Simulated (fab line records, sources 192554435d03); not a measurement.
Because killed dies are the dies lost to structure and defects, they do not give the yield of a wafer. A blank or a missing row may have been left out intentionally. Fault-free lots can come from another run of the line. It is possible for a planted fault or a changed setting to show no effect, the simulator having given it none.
Chamber matching ; flow n5-finfet ; N5_DUMMY_GATE_HM_OPEN_21 on rie-diel-04: 3 sister chambers
The step chemistry CH3F/O2, target SiNx, target depth 120 nm, time 171.4 s. 14 wafers are shown with their chamber, then 5 later ones without.

== WAFERS PAIRED WITH THEIR CHAMBERS ==
wafer;chamber;drypump-motor-current-A (A);showerhead-plenum-p-Torr (Torr);throttle-valve-pct (%)
L075.1;1;5.4;1.98;16.56
L075.3;0;5.9;2.05;16.29
L075.4;2;6.3;2.07;16.43
L078.2;2;6.4;2.07;16.43
L078.4;1;5.4;1.98;16.60
L078.5;0;5.9;2.05;16.29
L081.1;2;6.4;2.07;16.44
L081.4;0;5.9;2.04;16.31
L081.5;1;5.4;1.97;16.61
L082.1;2;6.4;2.07;16.43
L082.3;0;5.9;2.04;16.30
L082.5;2;6.4;2.07;16.44
L083.1;1;5.4;1.97;16.60
L083.5;1;5.4;1.97;16.59

SIGNATURES (means of the wafers above)
reading;chamber 0;chamber 1;chamber 2;scatter within a chamber
drypump-motor-current-A;5.900;5.400;6.380;0.027
showerhead-plenum-p-Torr;2.0450;1.9740;2.0700;0.00447
throttle-valve-pct;16.2975;16.5920;16.4340;0.0131
Rule: a wafer's distance from a chamber is the root of the sum, over the readings, of the square of ((its reading less the chamber's mean) divided by the reading's scatter). The wafer belongs to the nearest chamber; if the next one is less than 2 further off, it can't be placed. The scatter: the root of (the sum of the squares of (reading less its chamber's mean) over the shown wafers, divided by (wafers less chambers)).

== WAFERS WHOSE CHAMBER IS MISSING ==
wafer;drypump-motor-current-A (A);showerhead-plenum-p-Torr (Torr);throttle-valve-pct (%)
L083.6;6.4;2.07;16.45
L091.4;6.4;2.06;16.47
L091.6;5.9;2.04;16.35
L093.3;5.9;2.03;16.36
L093.6;6.4;2.06;16.48

== WHICH CHAMBER EACH ONE RAN IN ==
wafer;from the rows above;in truth
L083.6;2;2
L091.4;2;2
L091.6;0;0
L093.3;0;0
L093.6;2;2
5 of 5 placed correctly. Can't be placed from these rows: 0. Placed wrongly: 0.
